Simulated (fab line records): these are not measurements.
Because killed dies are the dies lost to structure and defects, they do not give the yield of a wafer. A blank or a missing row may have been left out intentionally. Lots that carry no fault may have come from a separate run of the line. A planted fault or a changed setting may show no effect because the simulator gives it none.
8D (eight disciplines) problem report, filled in by code ; flow n5_finfet ; the parts of the form that need people (team, actions taken, sign-off) are left out

== 1. THE ISSUE ==
Mean of killed_at_M4_up at N5_PASSIVATION_PROBE_49: 135 across 6 wafers in 2 lots; on wafers with no fault it is 13 (standard deviation 5.2). Measured from the usual mean, that is +24 standard deviations.
First seen on wafer L567.1, day 16 23:47, on prober-01. At this step, 15 wafers from 5 lots have a number in the record. Rule for "out", or "out of limits": more than 4 standard deviations from the usual mean. Any other wafer with a number is counted as sound.

== 2. WHAT THIS IS AND IS NOT ==
question;is;is not
which readings at this step;killed_at_M4_up, defect_limited_yield, killed_dies, sort_bin_5_function, sort_n_pass, sort_yield_pct;killed_at_M0_to_M3, killed_at_front_end, killed_at_other, killed_open, sort_bin_6_memory
which lots;L567, L570;L556, L558, L559
which wafers of those lots;all that have a number;-
read on which tools;prober-01;-
when;from day 16 23:47;up to then (9 sound wafers)

== 3. THE SUSPECTS, EACH WITH WHAT RULES IT OUT ==
Counting: a tool at any process step up to the reading remains a suspect when it ran all the lots that are out and ran no sound lot after the first of those.
- rie_diel-01 at N5_BEOL_M4_ETCHBACK_99 (etches SiO2 in CHF3, target depth 5 nm, time 10.4 s): kept. Every lot that is out went through it, starting with L567 (day 12 10:22), and after that it ran no sound lot; the last sound lot it ran before then is L558 (day 9 21:08).
- rie_metal-01 at N5_MIM_BOT_ETCH_ETCH_03 (etches the open film in Cl2/BCl3, target depth 12 nm): kept. Every lot that is out went through it, starting with L567 (day 16 14:30), and after that it ran no sound lot; the last sound lot it ran before then is L559 (day 14 20:44).
- prober-01 at N5_PASSIVATION_PROBE_49: kept. Every lot that is out went through it, starting with L567 (day 16 23:47), and after that it ran no sound lot; the last sound lot it ran before then is L559 (day 15 05:19). On those wafers its own readings are out: defect_limited_yield, killed_at_M4_up, killed_dies, sort_bin_5_function, sort_n_pass, sort_yield_pct.
rie_diel-01 at N5_BEOL_M4_ETCHBACK_99, rie_metal-01 at N5_MIM_BOT_ETCH_ETCH_03 and prober-01 at N5_PASSIVATION_PROBE_49 are what is left after counting.

== 4. THE CAUSE (what the simulator had put in) ==
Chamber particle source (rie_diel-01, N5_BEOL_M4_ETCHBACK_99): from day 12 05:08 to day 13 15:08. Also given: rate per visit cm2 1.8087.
Of the 3 suspects that counting leaves, this tool is one.

== 5. THE EFFECT CHAIN, in route order ==
Each row: a reading where the mean over the struck wafers with a number is more than 3 standard deviations away from the usual. Readings are gone through only where the record gives a usual standard deviation; hours: the median, over the lots, of the time from a lot's start at the first step in this table giving one to that lot's start at this step; sigmas: the change measured in usual standard deviations.
hours;step;reading;usual;on struck wafers;change;sigmas
0;N5_PASSIVATION_PROBE_49;defect_limited_yield;91.3 %;82.1;-9.2;-6.6
0;N5_PASSIVATION_PROBE_49;killed_at_M4_up;13;135;+122;+24
0;N5_PASSIVATION_PROBE_49;killed_dies;103;211;+108;+6.4
0;N5_PASSIVATION_PROBE_49;killed_on_rim;13;26;+13;+3.6
0;N5_PASSIVATION_PROBE_49;sort_bin_5_function;5.2 %;10.5;+5.3;+5.8
0;N5_PASSIVATION_PROBE_49;sort_n_pass;1077;968;-109;-6.4
0;N5_PASSIVATION_PROBE_49;sort_yield_pct;91.3 %;82.0;-9.3;-6.6
Its process steps:
- N5_PASSIVATION_PROBE_49

== 6. WHAT WOULD HAVE CAUGHT IT SOONER ==
In this record no reading fell out of limits until day 16 23:47, 115 hours after the fault had begun at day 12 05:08.
No tool reading at N5_BEOL_M4_ETCHBACK_99 that has a usual standard deviation in the record was out on any struck wafer, so an alarm limit of 4 standard deviations on those readings would not have fired.
Each of the lots that are out, 2 in all, had begun N5_BEOL_M4_ETCHBACK_99 on rie_diel-01 no later than day 16 23:47. Had the tool been put on hold then, not one of them would have been saved.
